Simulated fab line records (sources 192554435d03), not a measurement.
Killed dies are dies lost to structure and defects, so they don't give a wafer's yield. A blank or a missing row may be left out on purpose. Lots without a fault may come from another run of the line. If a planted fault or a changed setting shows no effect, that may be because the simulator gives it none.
fab line records    flow n5Finfet    part 2 of 2: steps 19 to 19 of 19
record: lots: 6  wafers: 18  lastDay: 17
route steps=1938 shown PMOS_HMC_CHANNEL_EPI@66 BEOL_M4@1111 PASSIVATION@1936
lots with no fault: from the same line, run without faults
startH: start of the lot's first displayed wafer, in hours after the record's first day    waitH: hours elapsed since this lot's preceding step    " as in the row above    L1.1+2: one row covering several wafers at once    - no value, or no start given    * or withheld: withheld    < > ~ a bound
route shown NAME@n: NAME is a module with steps in the file, n the number in the route of the first one    usual: mean/standard deviation taken from wafers without a fault    same: alike in all rows    chamber/n: place in a boat    sites: the reading at each site    _std_site: standard deviation across them    _edge_site: the outer-site mean with the inner-site mean subtracted    radiusMm: for every site, how far away it sits from the centre of the wafer    mask NAME#n: copy n    behind: the last tool/chamber to shape the wafer    hold: what put the lot on hold/how long, in hours/how the hold closed    device: whichever transistor did not switch (one of n, p or np)    end of line: at the end of the route, the tests of the same wafers    a step given without rows: its recipe and nothing more    killed: dies lost to structure and defects at the first sort, not the wafer's yield    map: the dies of a wafer, with x for killed, . for not killed, _ for no die there
set.NAME: the run value of the setting; set.NAME@STEP: its run value at that earlier step    model.NAME: the simulator's own value behind a step, which no gauge read
lots at selected steps of the route; one table per step, one row per wafer
services: when a tool's chamber went out of use (startH, in hours from the record's first day, below 0 if earlier), for how many hours, and the reason
== steps ==
step: N5_PASSIVATION_PROBE_49
usual: defectLimitedYield: 91.2/1.4  killed_at_M0_to_M3: 34/9.4  killed_at_M4_up: 13/5.8  killedAtContacts: 13/6.4  killedAtFrontEnd: 41/11  killedAtOther: 3.1/2.3  killedDies: 103/16  killedOnRim: 13/3.4  killedOpen: 69/12  killedShort: 33/7.8  sort_bin_5_function: 5.1/0.91  sort_bin_6_memory: 3.3/0.63  sortNPass: 1077/16  sortYieldPct: 91.2/1.4
same: grossDies: 1180  killedAtBackSide: 0  sort_bin_4_leakage[%]: 0  sort_bin_8_speed[%]: 0
lot.wafer  tool       chamber  startH  waitH  defectLimitedYield[%]  killed_at_M0_to_M3  killed_at_M4_up  killedAtContacts  killedAtFrontEnd  killedAtOther  killedDies  killedOnRim  killedOpen  killedShort  sort_bin_5_function[%]  sort_bin_6_memory[%]  sortNPass  sortYieldPct[%]
L567.1     prober-01  -        270.37  0.0    91.4                   14                  11               29                47                1              102         12           73          23           5.0                     3.1                   1078       91.4
L567.5     prober-01  -        270.57  0.2    90.8                   40                  18               12                30                8              108         13           72          35           5.8                     3.2                   1072       90.8
L567.6     prober-01  -        270.62  0.3    89.7                   25                  22               24                47                3              121         15           87          33           5.1                     4.7                   1059       89.7
L569.1     prober-02  -        283.78  0.0    90.9                   31                  7                20                48                1              107         14           74          33           5.4                     3.2                   1073       90.9
L569.3     prober-02  -        283.88  0.1    90.0                   42                  15               6                 50                5              118         11           77          41           5.8                     3.7                   1062       90.0
L569.6     prober-02  -        284.03  0.3    91.8                   25                  8                22                41                1              97          12           62          32           4.9                     2.9                   1083       91.8
L588.4     prober-01  -        380.18  0.2    0                      12                  4                2                 1162              0              1180        152          18          8            74.1                    3.1                   0          0
L588.5     prober-01  -        380.23  0.2    0                      12                  1                2                 1165              0              1180        152          18          8            73.6                    3.0                   0          0
L588.6     prober-01  -        380.28  0.3    0                      13                  0                3                 1164              0              1180        152          17          7            74.2                    2.7                   0          0
L587.4     prober-02  -        386.83  0.2    0                      9                   0                2                 1169              0              1180        152          12          4            73.1                    3.1                   0          0
L587.5     prober-02  -        386.88  0.2    0                      4                   1                2                 1173              0              1180        152          12          5            72.8                    3.1                   0          0
L587.6     prober-02  -        386.93  0.3    0                      4                   5                4                 1167              0              1180        152          15          7            72.5                    3.4                   0          0
L590.2     prober-01  -        411.81  0.1    90.5                   27                  14               18                53                0              112         16           77          35           5.3                     3.6                   1068       90.5
L590.4     prober-01  -        411.91  0.2    90.7                   32                  18               13                45                2              110         13           67          37           6.2                     3.0                   1070       90.7
L590.5     prober-01  -        411.96  0.2    91.8                   21                  11               12                48                5              97          11           58          37           4.7                     3.2                   1083       91.8
killed by level:class
L567.1 MOL_CONTACT_COAG:geometricParticle:open=26 STI_FIN_REVEAL:geometricParticle:open=19 BEOL_M0_SAQP:geometricParticle:open=6 FIN_SAQP:geometricParticle:short=5 HKMG_FIN:areaEtch=5 GATE_CUT:geometricParticle:open=4 FIN_SAQP:geometricParticle:open=3 MOL_CONTACT_COAG:geometricParticle:short=3
L567.5 STI_FIN_REVEAL:geometricParticle:open=12 MOL_CONTACT_COAG:geometricParticle:open=12 BEOL_M4:geometricParticle:open=8 BEOL_M1:geometricParticle:open=7 BEOL_M3:geometricParticle:short=7 BEOL_M3:geometricParticle:open=6 BEOL_M0_SAQP:geometricParticle:open=6 BEOL_M2:geometricParticle:open=6
L567.6 MOL_CONTACT_COAG:geometricParticle:open=21 STI_FIN_REVEAL:geometricParticle:open=17 BEOL_M4:geometricParticle:open=13 GATE_CUT:geometricParticle:open=10 GATE_CUT:geometricParticle:short=6 STI_FIN_REVEAL:geometricParticle:short=4 BEOL_M0_SAQP:geometricParticle:short=4 BEOL_M1:geometricParticle:short=4
L569.1 MOL_CONTACT_COAG:geometricParticle:open=12 FIN_SAQP:geometricParticle:open=11 MOL_CONTACT_COAG:geometricParticle:short=8 STI_FIN_REVEAL:geometricParticle:open=7 GATE_CUT:geometricParticle:short=7 BEOL_M2:geometricParticle:open=7 BEOL_M1:geometricParticle:open=7 FIN_SAQP:geometricParticle:short=5
L569.3 STI_FIN_REVEAL:geometricParticle:open=15 BEOL_M0_SAQP:geometricParticle:open=12 BEOL_M2:geometricParticle:open=8 FIN_SAQP:geometricParticle:short=7 ILD0:geometricParticle:short=7 BEOL_M0_SAQP:geometricParticle:short=6 FIN_SAQP:geometricParticle:open=5 STI_FIN_REVEAL:geometricParticle:short=5
L569.6 MOL_CONTACT_COAG:geometricParticle:open=15 FIN_SAQP:geometricParticle:open=12 MOL_CONTACT_COAG:geometricParticle:short=7 STI_FIN_REVEAL:geometricParticle:open=6 BEOL_M0_SAQP:geometricParticle:open=6 BEOL_M1:geometricParticle:open=5 BEOL_M0_SAQP:geometricParticle:short=4 STARTING-WAFER:geometricParticle:open=4
L588.4 FIN_SAQP:lostPattern=1145 PMOS_HMC_CHANNEL_EPI:areaEpi=9 BEOL_M0:geometricParticle:open=3 BEOL_M1:geometricParticle:open=3 FIN_SAQP:geometricParticle:short=2 GATE_CUT:geometricParticle:short=2 BEOL_M0_SAQP:geometricParticle:short=2 BEOL_M2:geometricParticle:open=2
L588.5 FIN_SAQP:lostPattern=1148 PMOS_HMC_CHANNEL_EPI:areaEpi=6 FIN_SAQP:geometricParticle:open=4 BEOL_M0_SAQP:geometricParticle:open=3 BEOL_M0_SAQP:geometricParticle:short=3 STI_FIN_REVEAL:geometricParticle:open=2 MOL_CONTACT_COAG:geometricParticle:open=2 BEOL_M3:geometricParticle:open=2
L588.6 FIN_SAQP:lostPattern=1153 BEOL_M1:geometricParticle:open=3 MOL_CONTACT_COAG:geometricParticle:open=3 BEOL_M0_SAQP:geometricParticle:short=3 BEOL_M0_SAQP:geometricParticle:open=3 PMOS_HMC_CHANNEL_EPI:areaEpi=3 FIN_SAQP:geometricParticle:open=2 FIN_CUT:geometricParticle:open=2
L587.4 FIN_SAQP:lostPattern=1164 BEOL_M3:geometricParticle:open=3 STI_FIN_REVEAL:geometricParticle:open=2 MOL_CONTACT_COAG:geometricParticle:open=2 BEOL_M0_SAQP:geometricParticle:short=2 BEOL_M2:geometricParticle:open=2 FIN_SAQP:geometricParticle:short=1 DUMMY_GATE:geometricParticle:open=1
L587.5 FIN_SAQP:lostPattern=1158 FIN_SAQP:geometricParticle:open=5 PMOS_HMC_CHANNEL_EPI:areaEpi=5 STI_FIN_REVEAL:geometricParticle:open=2 FIN_SAQP:geometricParticle:short=1 DUMMY_GATE:geometricParticle:short=1 GATE_CUT:geometricParticle:short=1 MOL_CONTACT_COAG:geometricParticle:short=1
L587.6 FIN_SAQP:lostPattern=1154 PMOS_HMC_CHANNEL_EPI:areaEpi=4 FIN_SAQP:geometricParticle:open=3 STI_FIN_REVEAL:geometricParticle:open=3 MOL_CONTACT_COAG:geometricParticle:open=2 MOL_CONTACT_COAG:geometricParticle:short=2 FIN_SAQP:geometricParticle:short=1 BEOL_M4:geometricParticle:short=1
L590.2 MOL_CONTACT_COAG:geometricParticle:open=15 FIN_SAQP:geometricParticle:open=13 STI_FIN_REVEAL:geometricParticle:open=9 BEOL_M0_SAQP:geometricParticle:short=7 BEOL_M1:geometricParticle:open=7 DUMMY_GATE:geometricParticle:open=6 GATE_CUT:geometricParticle:short=6 BEOL_M4:geometricParticle:open=6
L590.4 FIN_SAQP:geometricParticle:short=13 MOL_CONTACT_COAG:geometricParticle:open=10 BEOL_M0_SAQP:geometricParticle:open=8 STI_FIN_REVEAL:geometricParticle:open=7 BEOL_M4:geometricParticle:open=7 BEOL_M1:geometricParticle:open=6 BEOL_M2:geometricParticle:open=6 GATE_CUT:geometricParticle:short=4
L590.5 STI_FIN_REVEAL:geometricParticle:open=11 FIN_SAQP:geometricParticle:short=10 MOL_CONTACT_COAG:geometricParticle:open=9 BEOL_M4:geometricParticle:open=8 BEOL_M0_SAQP:geometricParticle:short=7 GATE_CUT:geometricParticle:short=6 FIN_SAQP:geometricParticle:open=5 DUMMY_GATE:geometricParticle:open=5
map L587.4 (x killed, . not)
_________________xxxxxxxxxxxx________________
______________xxxxxxxxxxxxxxxxxx_____________
___________xxxxxxxxxxxxxxxxxxxxxxxx__________
__________xxxxxxxxxxxxxxxxxxxxxxxxxx_________
________xxxxxxxxxxxxxxxxxxxxxxxxxxxxxx_______
_______xxxxxxxxxxxxxxxxxxxxxxxxxxxxxxxx______
______xxxxxxxxxxxxxxxxxxxxxxxxxxxxxxxxxx_____
_____xxxxxxxxxxxxxxxxxxxxxxxxxxxxxxxxxxxx____
____xxxxxxxxxxxxxxxxxxxxxxxxxxxxxxxxxxxxxx___
___xxxxxxxxxxxxxxxxxxxxxxxxxxxxxxxxxxxxxxxx__
___xxxxxxxxxxxxxxxxxxxxxxxxxxxxxxxxxxxxxxxx__
__xxxxxxxxxxxxxxxxxxxxxxxxxxxxxxxxxxxxxxxxxx_
__xxxxxxxxxxxxxxxxxxxxxxxxxxxxxxxxxxxxxxxxxx_
_xxxxxxxxxxxxxxxxxxxxxxxxxxxxxxxxxxxxxxxxxxxx
_xxxxxxxxxxxxxxxxxxxxxxxxxxxxxxxxxxxxxxxxxxxx
_xxxxxxxxxxxxxxxxxxxxxxxxxxxxxxxxxxxxxxxxxxxx
_xxxxxxxxxxxxxxxxxxxxxxxxxxxxxxxxxxxxxxxxxxxx
_xxxxxxxxxxxxxxxxxxxxxxxxxxxxxxxxxxxxxxxxxxxx
_xxxxxxxxxxxxxxxxxxxxxxxxxxxxxxxxxxxxxxxxxxxx
_xxxxxxxxxxxxxxxxxxxxxxxxxxxxxxxxxxxxxxxxxxxx
_xxxxxxxxxxxxxxxxxxxxxxxxxxxxxxxxxxxxxxxxxxxx
__xxxxxxxxxxxxxxxxxxxxxxxxxxxxxxxxxxxxxxxxxx_
__xxxxxxxxxxxxxxxxxxxxxxxxxxxxxxxxxxxxxxxxxx_
___xxxxxxxxxxxxxxxxxxxxxxxxxxxxxxxxxxxxxxxx__
___xxxxxxxxxxxxxxxxxxxxxxxxxxxxxxxxxxxxxxxx__
____xxxxxxxxxxxxxxxxxxxxxxxxxxxxxxxxxxxxxx___
_____xxxxxxxxxxxxxxxxxxxxxxxxxxxxxxxxxxxx____
______xxxxxxxxxxxxxxxxxxxxxxxxxxxxxxxxxx_____
_______xxxxxxxxxxxxxxxxxxxxxxxxxxxxxxxx______
________xxxxxxxxxxxxxxxxxxxxxxxxxxxxxx_______
__________xxxxxxxxxxxxxxxxxxxxxxxxxx_________
___________xxxxxxxxxxxxxxxxxxxxxxxx__________
______________xxxxxxxxxxxxxxxxxx_____________
_________________xxxxxxxxxxxx________________
map L588.4 (x killed, . not)
_________________xxxxxxxxxxxx________________
______________xxxxxxxxxxxxxxxxxx_____________
___________xxxxxxxxxxxxxxxxxxxxxxxx__________
__________xxxxxxxxxxxxxxxxxxxxxxxxxx_________
________xxxxxxxxxxxxxxxxxxxxxxxxxxxxxx_______
_______xxxxxxxxxxxxxxxxxxxxxxxxxxxxxxxx______
______xxxxxxxxxxxxxxxxxxxxxxxxxxxxxxxxxx_____
_____xxxxxxxxxxxxxxxxxxxxxxxxxxxxxxxxxxxx____
____xxxxxxxxxxxxxxxxxxxxxxxxxxxxxxxxxxxxxx___
___xxxxxxxxxxxxxxxxxxxxxxxxxxxxxxxxxxxxxxxx__
___xxxxxxxxxxxxxxxxxxxxxxxxxxxxxxxxxxxxxxxx__
__xxxxxxxxxxxxxxxxxxxxxxxxxxxxxxxxxxxxxxxxxx_
__xxxxxxxxxxxxxxxxxxxxxxxxxxxxxxxxxxxxxxxxxx_
_xxxxxxxxxxxxxxxxxxxxxxxxxxxxxxxxxxxxxxxxxxxx
_xxxxxxxxxxxxxxxxxxxxxxxxxxxxxxxxxxxxxxxxxxxx
_xxxxxxxxxxxxxxxxxxxxxxxxxxxxxxxxxxxxxxxxxxxx
_xxxxxxxxxxxxxxxxxxxxxxxxxxxxxxxxxxxxxxxxxxxx
_xxxxxxxxxxxxxxxxxxxxxxxxxxxxxxxxxxxxxxxxxxxx
_xxxxxxxxxxxxxxxxxxxxxxxxxxxxxxxxxxxxxxxxxxxx
_xxxxxxxxxxxxxxxxxxxxxxxxxxxxxxxxxxxxxxxxxxxx
_xxxxxxxxxxxxxxxxxxxxxxxxxxxxxxxxxxxxxxxxxxxx
__xxxxxxxxxxxxxxxxxxxxxxxxxxxxxxxxxxxxxxxxxx_
__xxxxxxxxxxxxxxxxxxxxxxxxxxxxxxxxxxxxxxxxxx_
___xxxxxxxxxxxxxxxxxxxxxxxxxxxxxxxxxxxxxxxx__
___xxxxxxxxxxxxxxxxxxxxxxxxxxxxxxxxxxxxxxxx__
____xxxxxxxxxxxxxxxxxxxxxxxxxxxxxxxxxxxxxx___
_____xxxxxxxxxxxxxxxxxxxxxxxxxxxxxxxxxxxx____
______xxxxxxxxxxxxxxxxxxxxxxxxxxxxxxxxxx_____
_______xxxxxxxxxxxxxxxxxxxxxxxxxxxxxxxx______
________xxxxxxxxxxxxxxxxxxxxxxxxxxxxxx_______
__________xxxxxxxxxxxxxxxxxxxxxxxxxx_________
___________xxxxxxxxxxxxxxxxxxxxxxxx__________
______________xxxxxxxxxxxxxxxxxx_____________
_________________xxxxxxxxxxxx________________
== services ==
tool         chamber  startH  hours  kind
rieDiel-04   1        -5.16   -      clean
rieDiel-05   0        -4.47   -      clean
rieDiel-05   0        -4.47   -      consumableReplace:focusRing
rieDiel-05   0        -4.47   27.4   scheduledDown
rieDiel-05   0        -4.47   27.4   ventCycle
rieDiel-03   1        -3.01   117.5  repair
cmp-02       -        -1.91   0.9    repair
epiRpcvd-03  -        23.58   6.0    pm
cmp-03       -        23.93   1.4    repair
cmp-04       -        27.50   3.7    repair
cmp-02       -        31.40   2.8    repair
cmp-03       -        44.09   4.0    pm
rieDiel-05   1        53.03   12.9   repair
rieDiel-03   -        57.84   2.8    pm
cmp-04       -        64.33   2.2    repair
epiRpcvd-02  -        66.03   1.7    repair
rieDiel-03   3        69.26   7.2    repair
cmp-03       -        72.45   0.3    repair
cmp-04       -        76.62   3.1    repair
rieDiel-04   -        86.96   1.0    repair
rieDiel-05   2        91.74   2.1    repair
cmp-03       -        94.83   0.4    repair
cmp-02       -        117.19  3.8    repair
epiRpcvd-03  -        135.29  2.3    repair
== key ==
firstSign: step: N5_PMOS_HMC_CHANNEL_EPI_EPI_20  reading: toolRecord  direction: missing
effect: step: N5_PASSIVATION_PROBE_49  reading: killedAtFrontEnd  direction: up  sigmas: 99+  usual: 41  struck: 1167
metAt N5_PMOS_HMC_CHANNEL_EPI_EPI_20
struckWafers L587.4,L587.5,L587.6,L588.4,L588.5,L588.6
laterRowsLeftOut L587.4,L587.5,L587.6,L588.4,L588.5,L588.6
onsetBetween 29.68 140.13
fault: kind: skippedStepWhole  tool: epiRpcvd-02,epiRpcvd-03  chamber: -  onsetH: 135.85  steps: N5_PMOS_HMC_CHANNEL_EPI_EPI_20  scope: struckLotsOnly
laterRowsLeftOut: the simulator's readings of these wafers behind a module that went badly wrong aren't trusted and aren't shown, but for the sort
